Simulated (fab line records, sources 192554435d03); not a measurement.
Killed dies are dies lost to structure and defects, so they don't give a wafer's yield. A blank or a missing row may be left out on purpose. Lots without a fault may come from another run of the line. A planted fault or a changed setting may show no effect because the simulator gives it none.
fab line records | flow n5_finfet
record lots=6 wafers=18 last_day=18
route steps=1938 shown BEOL_M15@1812 PASSIVATION@1936
lots that met no fault: from a run of the same line without faults
start_h: hours from the record's first day to the start of the lot's first wafer shown | wait_h: hours since the lot's step before | " the same as in the row above | L1.1+2: a row that stands for several wafers | - no value, or no start given | * or withheld: withheld | < > ~ a bound
route shown NAME@n: a module of which the file shows steps, and the number in the route of the first | usual: mean/standard deviation of fault-free wafers | same: alike in all rows | chamber/n: place in a boat | sites: the reading at each site | _std_site: their standard deviation | _edge_site: outer sites' mean less inner sites' | radius_mm: how far each site lies from the wafer's centre | mask NAME#n: copy n | behind: the tool/chamber that last shaped the wafer | hold: why the lot was held/for how many hours/how that ended | device: the transistor (n, p or np) that didn't switch | end of line: the same wafers' tests at the end of the route | a step without rows: its recipe alone | killed: dies lost to structure and defects at the first sort, not the wafer's yield | map: a wafer's dies, x killed, . not, _ none there
set.NAME: the setting as run; set.NAME@STEP: as run at that earlier step | model.NAME: the simulator's own value behind a step, which no gauge read
lots at some steps of the route; a table a step, a row a wafer
services: from which hour (start_h, from the record's first day; less than 0 if before it) a tool's chamber was out of use, for how many hours, and why
## steps
# step N5_BEOL_M15_STRIP_62
# recipe chemistry=O2 power_w=600 temp_c=60 pressure_mtorr=30 rf_frequency_hz=6e+07 bias_power_w=0 overash_fraction=0.3 o2_flow_sccm=225
# step N5_BEOL_M15_STRIP_37
# recipe chemistry=O2 power_w=600 temp_c=60 pressure_mtorr=30 rf_frequency_hz=6e+07 bias_power_w=0 overash_fraction=0.3 o2_flow_sccm=225
# usual chamber_pressure_mTorr=30.01/0.04 drypump_motor_current_A=5.9/0.54 oes_product_au=0.83/0.083 rf_vpp_V=3.6/0.72 showerhead_plenum_p_Torr=2.11/0.07 throttle_valve_pct=16.57/0.24
# same overash_fraction=0.3
# columns lot.wafer tool chamber start_h wait_h chamber_pressure_mTorr drypump_motor_current_A oes_product_au rf_hours_counter_h rf_vpp_V showerhead_plenum_p_Torr throttle_valve_pct
L218.3 rie_diel-04 3 - - 30.05 5.5 0.89 46 3.4 2.25 16.37
L218.5 " 0 " " 29.99 5.4 0.91 - 3.0 2.13 16.70
L218.6 " 1 " " 30.01 5.3 0.92 - 3.0 2.13 16.16
L224.2 rie_diel-02 1 - - 30.09 6.2 0.85 41 5.4 2.04 16.52
L224.3 " 3 " " 30.03 6.5 0.74 198 3.2 2.07 16.84
L224.6 " 2 " " 29.99 6.7 0.78 - 3.2 2.10 16.98
L227.1 rie_diel-04 2 - - 29.99 5.7 0.97 11 3.4 2.15 16.30
L227.4 " 1 " " 29.99 5.3 0.89 26 3.0 2.13 16.21
L227.6 " 1 " " 30.05 5.3 0.90 - 3.4 2.13 16.18
L228.3 rie_diel-05 0 - - 30.23 5.5 0.99 1 6.1 2.14 16.20
L228.5 " 2 " " 29.96 6.5 0.82 - 2.5 2.05 16.75
L228.6 " 1 " " 29.99 5.6 0.72 - 3.8 2.01 16.65
L235.1 rie_diel-02 3 - - 29.97 6.5 0.73 216 5.3 2.07 16.87
L235.5 " 1 " " 30.05 6.2 0.85 - 3.1 2.03 16.53
L235.6 " 2 " " 30.02 6.7 0.78 - 2.8 2.09 16.99
L236.3 rie_diel-04 3 - - 30.03 5.5 0.83 82 3.9 2.23 16.44
L236.4 " 2 " " 30.01 5.6 0.91 - 3.0 2.14 16.33
L236.5 " 1 " " 30.03 5.3 0.85 - 4.8 2.12 16.25
# step N5_BEOL_M15_ETCH_38
# recipe chemistry=CF4/N2 target=SiCN target_depth_a=1064 taper_deg=2 time_s=120.5 ion_energy_ev=150 mask_material=SiO2 pressure_mtorr=40 source_w=430 bias_w=70 Ar_flow_sccm=100 cf4_flow_sccm=60 n2_flow_sccm=60
# step N5_BEOL_M15_PRECLEAN_39
# recipe chemistry=residue_remover time_s=60 temp_c=40
# step N5_BEOL_M15_SRD_40
# recipe time_s=30 temp_c=23 rinse_liquid=diw dry=n2_spin spin_rpm=1500 dry_time_s=30
# step N5_BEOL_M15_DEGAS_41
# recipe ambient=vacuum temp_c=300 time_s=60
# usual heater_power_w=469/36
# same time_s=60
# columns lot.wafer tool chamber start_h wait_h heater_power_w
L218.3 pvd_sputter-01 - 280.96 0.4 430
L218.5 " - " " 402
L218.6 " - " " 503
L224.2 pvd_sputter-02 - 325.70 0.3 448
L224.3 " - " " 465
L224.6 " - " " 444
L227.1 pvd_sputter-03 - 332.90 0.2 448
L227.4 " - " " 434
L227.6 " - " " 438
L228.3 pvd_sputter-02 - 348.83 0.2 461
L228.5 " - " " 455
L228.6 " - " " 439
L235.1 pvd_sputter-02 - 382.87 0.4 439
L235.5 " - " " 520
L235.6 " - " " 459
L236.3 pvd_sputter-02 - 404.33 0.5 512
L236.4 " - " " 469
L236.5 " - " " 467
# step N5_BEOL_M15_PRE_CLEAN_42
# recipe gas=H2/He time_s=30 temp_c=300
# step N5_BEOL_M15_SPUTTER_43
# recipe material=TaN target_thk_a=150 temp_c=50 bias_v=168.6 power_w=15000 chamber_pressure_pa=0.12 time_s=24.19
# usual bias_v=168.6/1.7 throttle_valve_pct=29.6/0.82
# same time_s=24.19
# columns lot.wafer tool chamber start_h wait_h bias_v throttle_valve_pct
L218.3 pvd_sputter-01 - 281.04 0.0 167.1 31.4
L218.5 " - " " 167.3 29.3
L218.6 " - " " 165.9 30.4
L224.2 pvd_sputter-02 - 325.78 0.0 168.3 29.2
L224.3 " - " " 170.8 29.2
L224.6 " - " " 168.0 29.3
L227.1 pvd_sputter-03 - 332.98 0.0 168.9 31.7
L227.4 " - " " 169.7 30.6
L227.6 " - " " 171.1 31.6
L228.3 pvd_sputter-02 - 348.91 0.0 167.7 28.5
L228.5 " - " " 167.4 28.8
L228.6 " - " " 170.1 29.4
L235.1 pvd_sputter-02 - 382.95 0.0 169.8 29.4
L235.5 " - " " 169.0 29.8
L235.6 " - " " 164.9 29.3
L236.3 pvd_sputter-02 - 404.41 0.0 166.3 29.1
L236.4 " - " " 168.4 28.5
L236.5 " - " " 168.5 29.2
# step N5_BEOL_M15_SPUTTER_44
# recipe material=Ta target_thk_a=150 temp_c=50 bias_v=80 power_w=15000 chamber_pressure_pa=0.07 time_s=24.19
# step N5_BEOL_M15_SPUTTER_45
# recipe material=Cu target_thk_a=1000 temp_c=-20 bias_v=60 power_w=26000 chamber_pressure_pa=0.13 time_s=16.67
# usual bias_v=60.0/0.6 throttle_valve_pct=29.6/0.84
# same time_s=16.67
# columns lot.wafer tool chamber start_h wait_h bias_v throttle_valve_pct
L218.3 pvd_sputter-01 - 281.20 0.0 59.4 31.4
L218.5 " - " " 60.8 29.5
L218.6 " - " " 60.3 30.0
L224.2 pvd_sputter-02 - 325.94 0.0 61.0 29.2
L224.3 " - " " 59.8 29.3
L224.6 " - " " 60.5 29.2
L227.1 pvd_sputter-03 - 333.14 0.0 61.0 31.8
L227.4 " - " " 61.2 30.6
L227.6 " - " " 60.1 31.6
L228.3 pvd_sputter-02 - 349.07 0.0 60.4 28.6
L228.5 " - " " 60.3 28.5
L228.6 " - " " 59.4 29.1
L235.1 pvd_sputter-02 - 383.11 0.0 60.0 29.4
L235.5 " - " " 59.0 29.4
L235.6 " - " " 59.6 29.1
L236.3 pvd_sputter-02 - 404.57 0.0 59.8 29.5
L236.4 " - " " 60.6 28.5
L236.5 " - " " 60.0 29.2
# step N5_BEOL_M15_ECD_47
# recipe material=Cu target_thk_a=18600
# step N5_BEOL_M15_ANNEAL_48
# recipe temp_c=225 time_s=90 ambient=N2
# usual wafer_temp_C_max=226.03/0.25
# same time_s=90
# columns lot.wafer tool chamber start_h wait_h wafer_temp_C_max
L218.3 rtp_anneal-01 0 281.65 0.2 225.97
L218.5 " 0 " " 225.79
L218.6 " 0 " " 226.32
L224.2 rtp_anneal-02 0 326.34 0.2 225.97
L224.3 " 0 " " 225.95
L224.6 " 0 " " 226.03
L227.1 rtp_anneal-02 0 334.33 1.0 225.89
L227.4 " 0 " " 226.26
L227.6 " 0 " " 225.83
L228.3 rtp_anneal-01 0 350.40 1.0 225.81
L228.5 " 0 " " 225.78
L228.6 " 0 " " 225.66
L235.1 rtp_anneal-02 0 383.47 0.2 226.05
L235.5 " 0 " " 226.09
L235.6 " 0 " " 225.93
L236.3 rtp_anneal-02 0 405.07 0.2 225.84
L236.4 " 0 " " 226.11
L236.5 " 0 " " 225.91
# step N5_BEOL_M15_CMP_49
# recipe stop_on=SiO2 t_overpolish_s=4.9 down_force_psi=2 platen_rpm=80 clearing_platen_down_force_psi=2 clearing_platen_rpm=80 post_cmp_clean=cu_alkaline target_thk_nm=850 clearing_platen_pad_velocity_m_s=1.5917 pad_velocity_m_s=1.5917
# usual barrier_field_endpoint_s=11.45/0.23 edge_zone_pressure_frac=1.001/0.0042 motor_current_A=8.0/0.54 overpolish_run_s=4.900/0.0089 platen_rpm=80.00/0.054
# columns lot.wafer tool chamber start_h wait_h barrier_field_endpoint_s edge_zone_pressure_frac motor_current_A overpolish_run_s platen_rpm
L218.3 cmp-03 1 281.98 0.3 11.44 1.005 8.5 4.903 80.04
L218.5 " 2 " " 11.53 1.002 8.8 4.890 79.97
L218.6 " 3 " " 11.40 1.001 7.5 4.897 80.10
L224.3 cmp-03 2 326.60 0.2 11.48 1.000 8.6 4.898 80.01
L224.2 " 1 " " 11.52 1.003 8.7 4.908 80.00
L224.6 " 3 " " 11.40 1.000 7.6 4.887 80.03
L227.4 cmp-03 2 334.71 0.2 12.07 0.999 8.9 4.895 76.79
L227.1 " 3 " " 11.96 0.997 7.8 4.911 76.82
L227.6 " 1 " " 11.78 1.002 8.5 4.901 76.78
L228.3 cmp-03 0 350.68 0.2 11.97 1.007 7.5 4.908 76.76
L228.5 " 2 " " 12.27 1.000 8.4 4.917 76.75
L228.6 " 3 " " 11.88 1.000 7.4 4.894 76.87
L235.1 cmp-04 2 383.85 0.3 10.97 0.996 8.0 4.898 80.00
L235.6 " 0 " " 11.17 1.001 8.4 4.909 80.18
L235.5 " 1 " " 10.98 1.003 8.2 4.911 80.07
L236.3 cmp-04 1 405.69 0.6 11.37 0.994 7.9 4.892 80.01
L236.4 " 2 " " 11.41 0.997 8.4 4.897 79.96
L236.5 " 2 " " 11.22 1.005 8.3 4.914 80.07
# step N5_PASSIVATION_PROBE_49
# usual defect_limited_yield=91.6/1.6 killed_at_M0_to_M3=31/10 killed_at_M4_up=14/6.3 killed_at_contacts=12/6.1 killed_at_front_end=39/12 killed_at_other=3.7/2.8 killed_dies=100/19 killed_open=66/14 killed_short=33/8.1 sort_bin_5_function=5.0/1.1 sort_bin_6_memory=3.2/0.66 sort_bin_8_speed=0.01/0.077 sort_n_pass=1080/18 sort_yield_pct=91.6/1.6
# same gross_dies=1180 killed_at_back_side=0 sort_bin_4_leakage[%]=0
# columns lot.wafer tool chamber start_h wait_h defect_limited_yield[%] killed_at_M0_to_M3 killed_at_M4_up killed_at_contacts killed_at_front_end killed_at_other killed_dies killed_open killed_short sort_bin_5_function[%] sort_bin_6_memory[%] sort_bin_8_speed[%] sort_n_pass sort_yield_pct[%]
L224.2 prober-01 - 339.29 0.1 92.0 34 16 14 20 10 94 62 31 4.2 3.6 0 1086 92.0
L224.3 prober-01 - 339.34 0.1 90.8 32 19 8 38 12 109 67 36 5.3 3.3 0 1071 90.8
L224.6 prober-01 - 339.49 0.3 92.5 18 20 9 38 3 88 53 35 3.8 3.3 0 1092 92.5
L236.3 prober-02 - 420.03 0.1 91.9 20 11 11 51 3 96 67 28 5.0 2.7 0 1084 91.9
L236.4 prober-02 - 420.08 0.2 94.2 20 8 4 37 0 69 42 23 3.8 1.6 0 1111 94.2
L236.5 prober-02 - 420.13 0.2 89.9 40 11 8 56 4 119 93 24 5.6 4.2 0 1061 89.9
# killed by level:class
L224.2 BEOL_M2:geometric_particle:open=17 MOL_CONTACT_COAG:geometric_particle:open=11 BEOL_M4:geometric_particle:open=7 GATE_CUT:geometric_particle:short=5 FIN_SAQP:geometric_particle:short=3 MOL_CONTACT_COAG:geometric_particle:short=3 BEOL_M0_SAQP:geometric_particle:open=3 BEOL_M0:geometric_particle:open=3
L224.3 BEOL_M2:geometric_particle:open=10 BEOL_M4:geometric_particle:open=9 FIN_SAQP:geometric_particle:short=7 FIN_SAQP:geometric_particle:open=7 MOL_CONTACT_COAG:geometric_particle:open=7 DUMMY_GATE:geometric_particle:open=5 BEOL_M1:geometric_particle:open=5 HKMG_FIN:area_etch=5
L224.6 BEOL_M4:geometric_particle:open=10 FIN_SAQP:geometric_particle:short=9 FIN_SAQP:geometric_particle:open=7 STI_FIN_REVEAL:geometric_particle:open=6 MOL_CONTACT_COAG:geometric_particle:open=5 BEOL_M2:geometric_particle:open=5 GATE_CUT:geometric_particle:short=4 MOL_CONTACT_COAG:geometric_particle:short=4
L236.3 STI_FIN_REVEAL:geometric_particle:open=11 FIN_SAQP:geometric_particle:open=10 MOL_CONTACT_COAG:geometric_particle:open=10 BEOL_M3:geometric_particle:open=8 GATE_CUT:geometric_particle:short=7 STI_FIN_REVEAL:geometric_particle:short=4 DUMMY_GATE:geometric_particle:open=4 ILD0:geometric_particle:short=4
L236.4 FIN_SAQP:geometric_particle:open=9 FIN_SAQP:geometric_particle:short=7 BEOL_M0_SAQP:geometric_particle:short=6 BEOL_M3:geometric_particle:open=6 STI_FIN_REVEAL:geometric_particle:open=4 MOL_CONTACT_COAG:geometric_particle:open=4 BEOL_M0:geometric_particle:open=4 GATE_CUT:geometric_particle:open=3
L236.5 BEOL_M3:geometric_particle:open=22 FIN_SAQP:geometric_particle:open=16 STI_FIN_REVEAL:geometric_particle:open=9 MOL_CONTACT_COAG:geometric_particle:open=8 DUMMY_GATE:geometric_particle:open=7 FIN_SAQP:geometric_particle:short=6 GATE_CUT:geometric_particle:short=6 GATE_CUT:geometric_particle:open=5
## services
# columns tool chamber start_h hours kind
rie_diel-04 2 265.06 - clean
rie_diel-04 2 265.06 - consumable_replace:focus_ring
rie_diel-04 2 265.06 27.9 scheduled_down
rie_diel-04 2 265.06 27.9 vent_cycle
cmp-03 - 299.53 7.0 pm
pvd_sputter-01 - 310.44 9.1 repair
cmp-04 - 318.51 3.0 repair
rie_diel-02 0 324.30 6.3 repair
rie_diel-05 0 324.47 - clean
rie_diel-05 0 324.47 - consumable_replace:focus_ring
rie_diel-05 0 324.47 21.5 scheduled_down
rie_diel-05 0 324.47 21.5 vent_cycle
pvd_sputter-03 - 336.33 4.2 repair
cmp-03 - 386.10 0.8 repair
cmp-03 - 391.66 4.0 pm
cmp-03 - 395.66 - consumable_replace:conditioner
cmp-03 - 395.66 - consumable_replace:pad
rie_diel-02 - 401.95 1.9 repair
rie_diel-04 0 403.27 6.2 repair
## key
first_sign step=N5_BEOL_M15_CMP_49 reading=platen_rpm direction=down sigmas=60 usual=80.00 struck=76.79
effect step=N5_BEOL_M15_CMP_49 reading=barrier_field_endpoint_s direction=up sigmas=2.3 usual=11.45 struck=11.99
met_at N5_BEOL_M15_CMP_49
struck_wafers L227.1,L227.4,L227.6,L228.3,L228.5,L228.6
onset_between 326.60 334.71
fault kind=process_parameter_drift tool=cmp-03 chamber=- onset_h=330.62 steps=N5_BEOL_M15_CMP_49 channel=platen_rpm offset=-3.2 shape=step end_h=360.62 acts_in=these_recipes_only stated=80
